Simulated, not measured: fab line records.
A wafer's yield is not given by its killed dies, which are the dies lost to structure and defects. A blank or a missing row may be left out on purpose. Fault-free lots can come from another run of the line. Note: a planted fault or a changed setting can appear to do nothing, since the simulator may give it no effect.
The tool behind it: which one? :: flow n5_finfet :: 57 wafers sampled from 19 lots at 1 step of a route of 1938

## WHAT EACH GAUGE READ, for each wafer
N5_BEOL_M4_OVL_MEAS_12. Usual: M4_OVL typically reads -0.1 nm, with standard deviation 0.57.
lot: L074
measured: day 7 03:53
on: overlay-02
M4_OVL (nm): 0.9 0.4 0.2
flag: 

lot: L077
measured: day 8 01:09
on: overlay-01
M4_OVL (nm): -0.8 -1.0 -0.4
flag: 

lot: L076
measured: day 8 01:34
on: overlay-01
M4_OVL (nm): -0.6 -0.4 -0.9
flag: 

lot: L078
measured: day 8 18:15
on: overlay-02
M4_OVL (nm): -0.4 -0.8 -0.6
flag: 

lot: L080
measured: day 8 20:31
on: overlay-02
M4_OVL (nm): 0.5 1.2 0.6
flag: 

lot: L082
measured: day 9 12:55
on: overlay-01
M4_OVL (nm): -0.1 -0.3 0.8
flag: 

lot: L083
measured: day 10 03:50
on: overlay-01
M4_OVL (nm): 0.4 0.9 0.4
flag: 

lot: L085
measured: day 10 06:55
on: overlay-01
M4_OVL (nm): -0.4 -0.9 0.5
flag: 

lot: L087
measured: day 10 12:15
on: overlay-01
M4_OVL (nm): -0.3 0.5 -0.6
flag: 

lot: L088
measured: day 10 20:36
on: overlay-02
M4_OVL (nm): 1.1 -0.2 0.6
flag: 

lot: L089
measured: day 11 12:25
on: overlay-02
M4_OVL (nm): -0.9 0.2 0.3
flag: 

lot: L090
measured: day 11 13:58
on: overlay-02
M4_OVL (nm): -0.2 -0.4 -0.5
flag: 

lot: L091
measured: day 11 21:38
on: overlay-01
M4_OVL (nm): -0.5 -0.9 -0.9
flag: 

lot: L092
measured: day 12 08:21
on: overlay-01
M4_OVL (nm): -0.4 -1.0 -0.1
flag: 

lot: L093
measured: day 12 14:50
on: overlay-01
M4_OVL (nm): 0.3 -0.6 0.2
flag: 

lot: L095
measured: day 12 18:44
on: overlay-02
M4_OVL (nm): 0.4 -0.2 0.0
flag: 

lot: L097
measured: day 13 03:07
on: overlay-02
M4_OVL (nm): 0.3 0.0 0.6
flag: 

lot: L094
measured: day 13 05:01
on: overlay-02
M4_OVL (nm): -1.3 -0.8 0.4
flag: 

lot: L096
measured: day 13 11:37
on: overlay-01
M4_OVL (nm): -0.1 -0.1 0.9
flag: 

## EACH LOT AND THE TOOL THAT RAN IT (in order: tool; ch and the chambers of the sampled wafers; start)
The record shows no process step preceding these readings.

## WHAT THE TOOLS THEMSELVES READ (means of the sampled wafers that have a number; where no wafer has one, the mark that the record gives instead)
The record holds no such reading with a usual standard deviation.

## THE ANSWER, worked out from the rows above alone
Rule: take the mean of a lot's wafers that have a number; if it is more than 3 standard deviations from the usual mean, the lot is off. A lot without any number at a reading at which 4 lots or more have one is off too. Any other lot the step has rows for is counted as sound. After the gauges, taken in route order, come the tools' own readings; for these a lot's mean is taken, as printed above. The first step at which some lot is off is used, and at that step the reading that is off furthest; a lot without a number counts as furthest.
No lot is off on any of the readings shown, so nothing can be concluded from this.

## WHAT WAS PUT IN BY THE SIMULATOR
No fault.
